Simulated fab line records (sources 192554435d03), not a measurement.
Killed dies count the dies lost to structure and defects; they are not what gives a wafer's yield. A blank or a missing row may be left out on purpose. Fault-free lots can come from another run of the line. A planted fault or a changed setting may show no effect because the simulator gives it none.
Code-filled problem report in 8D (eight disciplines) form || flow n5Finfet || the parts of the form that need people (team, actions taken, sign-off) are left out

1. PROBLEM STATEMENT
Mean of killed_at_M4_up at N5_PASSIVATION_PROBE_49: 380 across 4 wafers in 3 lots; on wafers with no fault it is 13 (standard deviation 5). That is +74 standard deviations from the usual mean.
The first sign was on wafer L157.6 at day 13 10:58, on prober-01. Wafers with a number at this step in the record: 15, from 5 lots. Rule for "out" (also "out of limits"): further than 4 standard deviations from the usual mean. Any other wafer with a number is counted as sound.

2. WHAT THIS IS AND IS NOT
{"question": "which readings at this step", "is": "killed_at_M4_up, defectLimitedYield, killedDies, killedOnRim, sort_bin_5_function, sort_bin_6_memory, sortNPass, sortYieldPct", "is not": "killed_at_M0_to_M3, killedAtContacts, killedAtFrontEnd, killedAtOther, killedOpen, killedShort"}
{"question": "which lots", "is": "L157, L160, L162", "is not": "L170, L171"}
{"question": "which wafers of those lots", "is": "L157.6, L160.3, L162.1, L162.5", "is not": "L157.1, L157.5, L160.2, L160.4, L162.6"}
{"question": "read on which tools", "is": "prober-01", "is not": "-"}
{"question": "when", "is": "from day 13 10:58", "is not": "up to then (2 sound wafers); but 9 sound wafers of L160, L162, L170, L171 came after"}

3. THE SUSPECTS, EACH WITH WHAT RULES IT OUT
Counting: any tool at a process step up to the reading remains a suspect provided it ran every lot that is out. Sound lots after the first of them don't rule it out here, since some wafers of a struck lot are sound.
- ecdCu-01 at N5_BEOL_M15_ECD_47 (material Cu, target thk 1860 nm): kept. It ran every lot that is out, first L157 (day 12 20:16).
- prober-01 at N5_PASSIVATION_PROBE_49: kept. It ran every lot that is out, first L157 (day 13 10:43). Out on those wafers are its own readings of defectLimitedYield, killed_at_M4_up, killedDies, killedOnRim, sort_bin_5_function, sort_bin_6_memory, sortNPass, sortYieldPct.
The count leaves prober-01 at N5_PASSIVATION_PROBE_49 and ecdCu-01 at N5_BEOL_M15_ECD_47.

4. THE CAUSE (what the simulator had put in)
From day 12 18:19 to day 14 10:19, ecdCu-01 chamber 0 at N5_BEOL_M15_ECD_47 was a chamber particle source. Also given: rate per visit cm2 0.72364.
2 suspects survive the count, and this tool is in that group.

5. THE EFFECT CHAIN, in route order
Each row: a reading whose mean over the struck wafers that have a number lies more than 3 standard deviations from the usual. Only readings for which the record gives a usual standard deviation are gone through. hours: the time from each lot's start at the first step in this table that gives one to its start at this step, as a median over the lots. sigmas: the change in usual standard deviations.
{"hours": 0, "step": "N5_PASSIVATION_PROBE_49", "reading": "defectLimitedYield", "usual": "91.1 %", "on struck wafers": 60.8, "change": -30.3, "sigmas": -20}
{"hours": 0, "step": "N5_PASSIVATION_PROBE_49", "reading": "killed_at_M4_up", "usual": 13, "on struck wafers": 380, "change": "+368", "sigmas": "+74"}
{"hours": 0, "step": "N5_PASSIVATION_PROBE_49", "reading": "killedDies", "usual": 106, "on struck wafers": 462, "change": "+356", "sigmas": "+21"}
{"hours": 0, "step": "N5_PASSIVATION_PROBE_49", "reading": "killedOnRim", "usual": 13, "on struck wafers": 62, "change": "+50", "sigmas": "+13"}
{"hours": 0, "step": "N5_PASSIVATION_PROBE_49", "reading": "sort_bin_5_function", "usual": "5.3 %", "on struck wafers": 24.6, "change": "+19.2", "sigmas": "+20"}
{"hours": 0, "step": "N5_PASSIVATION_PROBE_49", "reading": "sort_bin_6_memory", "usual": "3.3 %", "on struck wafers": 12.8, "change": "+9.5", "sigmas": "+14"}
{"hours": 0, "step": "N5_PASSIVATION_PROBE_49", "reading": "sortNPass", "usual": 1074, "on struck wafers": 718, "change": -356, "sigmas": -21}
{"hours": 0, "step": "N5_PASSIVATION_PROBE_49", "reading": "sortYieldPct", "usual": "91.1 %", "on struck wafers": 60.8, "change": -30.3, "sigmas": -20}
Process steps it contains:
- N5_PASSIVATION_PROBE_49

6. HOW IT WOULD HAVE BEEN CAUGHT EARLIER
17 hours passed between the start of the fault at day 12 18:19 and the first reading out of limits in this record, taken at day 13 10:58.
Of the lots that are out (3), L162 began N5_BEOL_M15_ECD_47 on ecdCu-01 after day 13 10:58. A tool hold placed at that time would have kept it from harm.
